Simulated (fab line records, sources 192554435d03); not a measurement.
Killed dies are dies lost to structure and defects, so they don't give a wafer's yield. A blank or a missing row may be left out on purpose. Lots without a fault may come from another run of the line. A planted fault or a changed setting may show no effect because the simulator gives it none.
One fault seen from 3 desks | flow n5_finfet | each desk has only its own numbers; what lay behind them comes last

THE DEFECT DESK
What the inspections along the route counted, lot by lot: means of the sampled wafers that have a number. A lot is out of limits, marked OUT, if its mean lies more than 4 standard deviations from the usual mean; the brackets give that distance.
Columns: A = raw_defect_count at N5_MOL_CONTACT_COAG_INSPECT_57, usual 203
lot  | first seen here | A
L383 | day 5 11:56     | 218
L386 | day 6 02:58     | 154
L387 | day 6 06:34     | 234
L392 | day 7 14:42     | 221
L398 | day 9 03:25     | 228
L400 | day 9 17:27     | 161
L401 | day 9 20:59     | 276
L402 | day 10 02:35    | 297
L405 | day 10 23:19    | 185
This desk's finding: nothing out of limits on any of the 9 lots.

THE METROLOGY DESK
What the gauges read, lot by lot, whatever tool the lot ran on: means of the sampled wafers that have a number. A lot is out of limits, marked OUT, if its mean lies more than 4 standard deviations from the usual mean; the brackets give that distance. Of its 10 readings 7 are shown: those that lie furthest out on some lot.
Columns: A = DIBL_N at N5_BEOL_M4_RC_MEAS_101, usual 36.2 mV/V; B = DIBL_P at N5_BEOL_M4_RC_MEAS_101, usual 36.2 mV/V; C = IOFF_N at N5_BEOL_M4_RC_MEAS_101, usual 0.155 nA/um; D = ION_N at N5_BEOL_M4_RC_MEAS_101, usual 674 uA/um; E = ION_P at N5_BEOL_M4_RC_MEAS_101, usual 464 uA/um; F = SS_N at N5_BEOL_M4_RC_MEAS_101, usual 71.5 mV/dec; G = VT_P at N5_BEOL_M4_RC_MEAS_101, usual -249.3 mV
lot  | first seen here | A    | B    | C     | D   | E   | F    | G
L383 | day 8 08:26     | 37.1 | 36.8 | 0.172 | 675 | 462 | 72.0 | -250.0
L386 | day 8 23:38     | 38.0 | 35.1 | 0.149 | 657 | 455 | 71.4 | -248.9
L387 | day 9 03:25     | 36.4 | 36.9 | 0.164 | 673 | 459 | 71.6 | -253.2
L392 | day 10 12:46    | 36.3 | 35.4 | 0.157 | 662 | 457 | 72.2 | -246.8
L398 | day 12 01:08    | 38.1 | 38.8 | 0.180 | 682 | 468 | 72.5 | -247.7
L400 | day 12 11:24    | 34.2 | 33.4 | 0.124 | 656 | 458 | 71.2 | -250.6
L402 | day 12 22:53    | 38.3 | 37.4 | 0.161 | 680 | 465 | 72.1 | -248.3
L401 | day 12 23:12    | 35.7 | 35.1 | 0.131 | 667 | 460 | 70.3 | -250.9
L405 | day 13 22:56    | 36.6 | 37.7 | 0.156 | 672 | 471 | 71.4 | -248.9
This desk's finding: nothing out of limits on any of the 9 lots.

THE TOOL OWNER'S DESK: rie_diel-05
The tool's own readings at N5_MOL_CONTACT_COAG_ETCH_47 (etches SiNx in CH3F/O2, stops on W, target depth 27 nm): means of the sampled wafers that have a number, for each lot that ran on this tool. A lot is out of limits, marked OUT, if its mean lies more than 4 standard deviations from the usual mean; the brackets give that distance. Of its 11 readings 7 are shown: the one that was out of limits first, and those that lie furthest out on some lot.
Columns: A = CH3F_flow_sccm at N5_MOL_CONTACT_COAG_ETCH_47, usual 30.01 sccm; B = etch_rf_on_time_s at N5_MOL_CONTACT_COAG_ETCH_47, usual 31.2 s; C = oes_f_703_au at N5_MOL_CONTACT_COAG_ETCH_47, usual 0.81 a.u.; D = oes_o_777_au at N5_MOL_CONTACT_COAG_ETCH_47, usual 0.81 a.u.; E = rf_fwd_power_W at N5_MOL_CONTACT_COAG_ETCH_47, usual 386.1 W; F = rf_vpp_V at N5_MOL_CONTACT_COAG_ETCH_47, usual 297.6 V; G = throttle_valve_pct at N5_MOL_CONTACT_COAG_ETCH_47, usual 16.28 %
lot  | first seen here | A     | B    | C    | D    | E               | F                | G
L383 | day 5 12:40     | 30.05 | 31.5 | 0.82 | 0.82 | 385.5           | 297.2            | 16.42
L386 | day 6 03:39     | 30.07 | 31.6 | 0.79 | 0.78 | 386.6           | 296.4            | 16.46
L387 | day 6 07:35     | 30.14 | 30.2 | 0.97 | 0.95 | 417.8 (+17) OUT | 287.4 (-4.1) OUT | 16.02
L392 | day 7 15:22     | 30.01 | 31.1 | 0.86 | 0.83 | 417.7 (+17) OUT | 286.5 (-4.5) OUT | 16.49
L405 | day 11 00:07    | 30.07 | 31.5 | 0.82 | 0.82 | 385.7           | 297.9            | 16.16
This desk's finding: out of limits on L387, L392; first on L387, day 6 07:35 (rf_fwd_power_W at N5_MOL_CONTACT_COAG_ETCH_47). In limits: L383, L386, L405.

PUT TOGETHER
The tool owner's desk could have raised an alarm at day 6 07:35, on L387, L392.
The defect desk saw nothing out of limits.
The metrology desk saw nothing out of limits.
The defect desk has L387, L392 on record, within its limits.
The metrology desk has L387, L392 on record, within its limits.
Of the lots named, all ran N5_MOL_CONTACT_COAG_ETCH_47 on rie_diel-05.

WHAT THE SIMULATOR HAD PUT IN
Process parameter drift: rie_diel-05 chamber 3, from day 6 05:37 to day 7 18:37, at N5_MOL_CONTACT_COAG_ETCH_47. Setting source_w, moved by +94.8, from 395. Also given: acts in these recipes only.
Lots struck among those shown: L387, L392.
Hours from the fault's start to each desk's first reading out of limits: the tool owner's desk, 2.
